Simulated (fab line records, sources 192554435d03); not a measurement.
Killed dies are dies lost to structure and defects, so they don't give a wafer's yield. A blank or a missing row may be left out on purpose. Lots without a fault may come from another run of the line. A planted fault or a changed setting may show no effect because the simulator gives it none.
Which tool did it? | flow n5_finfet | 10 lots, 29 wafers sampled, at 5 steps of a route of 1938

WHAT THE GAUGES READ, wafer by wafer
N5_BEOL_M4_RC_MEAS_101. Usual: DIBL_N 36.0 mV/V, standard deviation 1.6; DIBL_P 36.1 mV/V, standard deviation 2; IOFF_N 0.160 nA/um, standard deviation 0.029; IOFF_P 0.21 nA/um, standard deviation 0.039; ION_N 675 uA/um, standard deviation 13; ION_P 464 uA/um, standard deviation 8.8; SS_N 71.5 mV/dec, standard deviation 0.58; SS_P 73.3 mV/dec, standard deviation 0.65; VT_N 250 mV, standard deviation 3.3; VT_P -249 mV, standard deviation 3.6.
lot  | measured     | on        | DIBL_N (mV/V)  | DIBL_P (mV/V)  | IOFF_N (nA/um)    | IOFF_P (nA/um) | ION_N (uA/um) | ION_P (uA/um) | SS_N (mV/dec)  | SS_P (mV/dec)  | VT_N (mV)   | VT_P (mV)      | flag
L638 | day 7 20:04  | prober-02 | 37.4 35.6 36.4 | 36.9 34.9 33.6 | 0.164 0.128 0.141 | 0.21 0.19 0.17 | 676 659 662   | 456 454 449   | 72.0 71.5 71.6 | 73.4 73.0 72.7 | 247 251 254 | -252 -253 -255 |
L640 | day 8 07:10  | prober-01 | 34.1 36.9 33.7 | 34.5 37.5 33.5 | 0.128 0.173 0.118 | 0.17 0.22 0.15 | 666 693 665   | 456 473 452   | 72.0 71.0 71.2 | 72.5 73.4 72.2 | 252 248 255 | -252 -248 -255 |
L643 | day 9 12:39  | prober-02 | 38.0 36.7 37.5 | 36.8 35.3 37.1 | 0.166 0.154 0.152 | 0.23 0.22 0.23 | 681 677 670   | 471 465 465   | 71.6 70.8 72.2 | 73.6 73.0 73.3 | 250 250 252 | -248 -249 -247 |
L645 | day 9 17:04  | prober-02 | 38.5 37.1 36.1 | 37.3 36.6 35.6 | 0.190 0.154 0.140 | 0.25 0.24 0.23 | 671 660 665   | 466 461 467   | 72.3 72.0 71.3 | 74.0 73.3 73.6 | 248 250 250 | -244 -245 -242 |
L648 | day 10 18:43 | prober-02 | 36.3 37.7      | 36.7 38.8      | 0.166 0.180       | 0.23 0.26      | 679 672       | 463 458       | 72.5 72.1      | 72.7 73.5      | 248 248     | -246 -247      |
L650 | day 10 22:04 | prober-02 | 35.3 35.9 36.4 | 34.1 35.1 35.6 | 0.138 0.154 0.165 | 0.19 0.20 0.21 | 681 678 694   | 470 472 474   | 70.5 70.8 72.1 | 73.3 72.9 73.4 | 251 250 247 | -252 -251 -250 |
L653 | day 12 01:01 | prober-01 | 37.8 36.3 36.0 | 37.4 35.7 34.8 | 0.193 0.152 0.136 | 0.20 0.18 0.16 | 694 681 657   | 463 461 444   | 71.6 71.6 71.0 | 74.1 74.1 72.7 | 245 251 253 | -251 -252 -254 |
L658 | day 13 13:07 | prober-02 | 35.4 36.8 38.6 | 35.1 36.5 39.2 | 0.146 0.159 0.210 | 0.20 0.22 0.27 | 695 675 706   | 478 466 479   | 71.2 71.7 72.0 | 72.2 73.2 74.0 | 249 251 247 | -251 -248 -247 |
L659 | day 13 06:37 | prober-02 | 31.8 32.8 35.6 | 33.0 34.9 37.3 | 0.115 0.123 0.171 | 0.18 0.21 0.24 | 667 663 681   | 461 468 471   | 70.8 71.1 71.3 | 72.4 73.2 73.8 | 256 254 249 | -250 -246 -247 |
L660 | day 13 15:26 | prober-02 | 34.6 35.0 37.1 | 33.6 35.3 37.7 | 0.128 0.139 0.180 | 0.19 0.21 0.25 | 664 657 682   | 462 458 465   | 70.7 71.5 71.9 | 72.0 72.9 74.1 | 253 253 247 | -247 -251 -247 |

WHICH TOOL RAN EACH LOT (tool, then ch and the chambers of the sampled wafers, then the start)
lot  | N5_BEOL_M1_ETCH_69                 | N5_BEOL_M1_ALD_84                   | N5_BEOL_M1_SURFACE_TREAT_85  | N5_BEOL_M1_ANNEAL_49
L638 | rie_diel-05 ch 1,2,3, day 6 00:50  | ald_metal-02 ch 0,1,3, day 6 07:42  | pvd_sputter-01, day 6 09:39  | pvd_sputter-01, day 6 11:37
L640 | rie_diel-02 ch 0,1, day 6 19:37    | ald_metal-02 ch 1,2,3, day 6 21:08  | pvd_sputter-01, day 6 21:29  | pvd_sputter-02, day 6 21:52
L643 | rie_diel-01 ch 1,2,3, day 7 20:49  | ald_metal-04 ch 0,1,2, day 7 22:11  | pvd_sputter-01, day 7 22:26  | pvd_sputter-02, day 7 23:12
L645 | rie_diel-02 ch 0,2,3, day 8 01:47  | ald_metal-02 ch 0,1,2, day 8 03:36  | pvd_sputter-03, day 8 03:53  | pvd_sputter-02, day 8 04:17
L648 | rie_diel-01 ch 2, day 8 19:41      | ald_metal-04 ch 1,3, day 8 23:26    | pvd_sputter-03, day 8 23:44  | pvd_sputter-01, day 9 00:06
L650 | rie_diel-01 ch 0,1,2, day 9 05:26  | ald_metal-02 ch 0,1,2, day 9 08:31  | pvd_sputter-01, day 9 08:47  | pvd_sputter-01, day 9 09:07
L653 | rie_diel-01 ch 0,1,3, day 9 21:05  | ald_metal-02 ch 0,1,3, day 10 03:05 | pvd_sputter-02, day 10 03:20 | pvd_sputter-02, day 10 03:38
L658 | rie_diel-02 ch 0,1,3, day 11 13:08 | ald_metal-04 ch 0,1,2, day 11 17:36 | pvd_sputter-02, day 11 18:04 | pvd_sputter-02, day 11 18:22
L659 | rie_diel-02 ch 0,2,3, day 11 13:24 | ald_metal-03 ch 1,2, day 11 19:29   | pvd_sputter-01, day 11 19:46 | pvd_sputter-03, day 11 20:13
L660 | rie_diel-02 ch 0,2, day 11 19:37   | ald_metal-04 ch 0,1, day 11 21:00   | pvd_sputter-02, day 11 21:19 | pvd_sputter-01, day 11 21:43
- N5_BEOL_M1_ETCH_69: etches SiARC in CF4, target depth 15.6 nm, time 26 s.
- N5_BEOL_M1_ALD_84: deposits TaN, pulse time 2 s, purge time 3 s, co reactant purge time 2 s.
- N5_BEOL_M1_SURFACE_TREAT_85
- N5_BEOL_M1_ANNEAL_49: time 240 s.

WHAT THE TOOLS THEMSELVES READ (means of the sampled wafers that have a number; where no wafer has one, the mark that the record gives instead)
N5_BEOL_M1_ETCH_69. Usual: drypump_motor_current_A 5.8 A, standard deviation 0.47; etch_rf_on_time_s 26.1 s, standard deviation 0.53; mfc_ar_sccm 100.02 sccm, standard deviation 0.28; oes_product_au 0.64 a.u., standard deviation 0.048; rf_vpp_V 184.0 V, standard deviation 1.2; showerhead_plenum_p_Torr 2.13 Torr, standard deviation 0.07; throttle_valve_pct 15.67 %, standard deviation 0.14.
lot  | tool        | drypump_motor_current_A (A) | etch_rf_on_time_s (s) | mfc_ar_sccm (sccm) | oes_product_au (a.u.) | rf_vpp_V (V) | showerhead_plenum_p_Torr (Torr) | throttle_valve_pct (%) | flag
L638 | rie_diel-05 | 5.6                         | 26.1                  | 100.01             | 0.62                  | 184.1        | 2.16                            | 15.74                  |
L640 | rie_diel-02 | 6.0                         | 25.6                  | 100.05             | 0.64                  | 184.6        | 2.20                            | 15.62                  |
L643 | rie_diel-01 | 5.8                         | 26.3                  | 100.14             | 0.67                  | 183.8        | 2.15                            | 15.63                  |
L645 | rie_diel-02 | 5.5                         | 26.0                  | 99.91              | 0.62                  | 184.5        | 2.10                            | 15.60                  |
L648 | rie_diel-01 | 6.0                         | 26.4                  | 99.69              | 0.62                  | 185.6        | 2.22                            | 15.84                  |
L650 | rie_diel-01 | 6.2                         | 26.5                  | 100.10             | 0.67                  | 184.4        | 2.15                            | 15.70                  |
L653 | rie_diel-01 | 5.8                         | 26.3                  | 100.55             | 0.67                  | 182.7        | 2.09                            | 15.65                  |
L658 | rie_diel-02 | 5.9                         | 26.0                  | 99.98              | 0.60                  | 183.4        | 2.13                            | 15.70                  |
L659 | rie_diel-02 | 5.5                         | 26.0                  | 99.77              | 0.60                  | 183.4        | 2.10                            | 15.65                  |
L660 | rie_diel-02 | 5.5                         | 25.2                  | 99.82              | 0.62                  | 183.3        | 2.13                            | 15.60                  |

N5_BEOL_M1_ALD_84. Usual: heater_power_w 424 W, standard deviation 42.
lot  | tool         | heater_power_w (W) | flag
L638 | ald_metal-02 | 427                |
L640 | ald_metal-02 | 390                |
L643 | ald_metal-04 | 443                |
L645 | ald_metal-02 | 408                |
L648 | ald_metal-04 | 478                |
L650 | ald_metal-02 | 409                |
L653 | ald_metal-02 | 425                |
L658 | ald_metal-04 | 441                |
L659 | ald_metal-03 | 423                |
L660 | ald_metal-04 | 472                |

N5_BEOL_M1_ANNEAL_49. Usual: heater_power_w 829 W, standard deviation 110.
lot  | tool           | heater_power_w (W) | flag
L638 | pvd_sputter-01 | 835                |
L640 | pvd_sputter-02 | 720                |
L643 | pvd_sputter-02 | 821                |
L645 | pvd_sputter-02 | 821                |
L648 | pvd_sputter-01 | 758                |
L650 | pvd_sputter-01 | 774                |
L653 | pvd_sputter-02 | 919                |
L658 | pvd_sputter-02 | 868                |
L659 | pvd_sputter-03 | 964                |
L660 | pvd_sputter-01 | 897                |

THE ANSWER, worked out from the rows above alone
Rule: a lot is off if the mean of its wafers that have a number lies more than 3 standard deviations from the usual mean. A lot without any number at a reading at which 4 lots or more have one is off too. The other lots that the step has rows for count as sound. The gauges are gone through in route order, then the tools' own readings, and for those a lot's mean is taken as printed above. The first step at which some lot is off is used, and at that step the reading that is off furthest; a lot without a number counts as furthest.
No lot is off at any reading shown: from this, nothing can be told.

WHAT THE SIMULATOR HAD PUT IN
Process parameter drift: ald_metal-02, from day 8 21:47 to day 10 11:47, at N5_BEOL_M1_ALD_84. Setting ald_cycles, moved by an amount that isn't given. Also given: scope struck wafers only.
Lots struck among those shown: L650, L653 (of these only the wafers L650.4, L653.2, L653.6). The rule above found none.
